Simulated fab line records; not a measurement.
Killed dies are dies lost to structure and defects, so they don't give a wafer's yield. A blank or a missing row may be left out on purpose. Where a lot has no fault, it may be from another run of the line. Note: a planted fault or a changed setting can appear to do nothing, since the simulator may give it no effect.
Matching of chambers ; flow nandHarc ; rieDiel-05 running NHARC_A_STAIRCASE_DESCUM_219: 4 sister chambers
The step chemistry O2, time 3 s. 24 wafers are shown with their chamber, then 12 later ones without.

WAFERS, EACH WITH ITS CHAMBER
wafer;chamber;showerheadPlenumPTorr (Torr);drypumpMotorCurrentA (A);rfVppV (V)
L075.3;0;1.85;5.3;56.3
L075.4;1;1.83;6.5;58.1
L075.5;3;1.97;5.0;56.1
L077.1;0;1.85;5.3;58.2
L077.3;3;1.97;5.0;57.1
L077.4;2;1.91;5.7;58.4
L077.2;1;1.83;6.5;59.5
L077.5;3;1.97;5.0;59.3
L077.6;0;1.85;5.3;57.7
L079.2;1;1.83;6.5;57.2
L079.5;2;1.91;5.6;58.2
L079.6;1;1.83;6.5;59.3
L078.1;1;1.83;6.5;57.6
L078.2;0;1.84;5.3;56.5
L078.3;2;1.91;5.7;58.7
L081.1;0;1.84;5.3;58.1
L081.4;1;1.83;6.5;57.9
L081.5;1;1.83;6.5;57.3
L082.2;2;1.91;5.6;58.0
L082.3;1;1.83;6.5;57.7
L082.4;3;1.97;5.0;57.8
L084.2;3;1.96;5.0;58.5
L084.4;0;1.84;5.2;58.0
L084.5;0;1.84;5.2;57.9

SIGNATURES (averages over the wafers above)
reading;chamber 0;chamber 1;chamber 2;chamber 3;scatter within a chamber
showerheadPlenumPTorr;1.8443;1.8300;1.9100;1.9680;0.00355
drypumpMotorCurrentA;5.271;6.500;5.650;5.000;0.0348
rfVppV;57.529;58.075;58.325;57.760;0.878
Rule: for a wafer and a chamber, the distance is found by dividing, reading by reading, the gap between the wafer's reading and the chamber's mean by the reading's scatter, squaring, summing and taking the root. The wafer belongs to the nearest chamber; if the next one is less than 2 further off, it can't be placed. The scatter: the root of (the sum of the squares of (reading less its chamber's mean) over the shown wafers, divided by (wafers less chambers)).

WAFERS MISSING THEIR CHAMBER
wafer;showerheadPlenumPTorr (Torr);drypumpMotorCurrentA (A);rfVppV (V)
L090.2;1.84;5.3;56.8
L090.4;1.96;5.0;57.6
L090.5;1.90;5.6;57.5
L092.1;1.82;6.5;55.5
L092.3;1.96;5.0;58.8
L092.6;1.90;5.6;57.8
L097.1;1.83;5.3;57.6
L097.2;1.82;6.5;58.4
L097.4;1.95;5.0;57.7
L097.3;1.90;5.6;57.4
L097.5;1.83;5.3;58.0
L097.6;1.95;5.0;57.8

EACH ONE'S CHAMBER
wafer;from the rows above;in truth
L090.2;0;0
L090.4;3;3
L090.5;2;2
L092.1;1;1
L092.3;3;3
L092.6;2;2
L097.1;0;0
L097.2;1;1
L097.4;3;3
L097.3;2;2
L097.5;0;0
L097.6;3;3
12 of 12 placed correctly. Left unplaced by these rows: 0. Wrongly placed: 0.
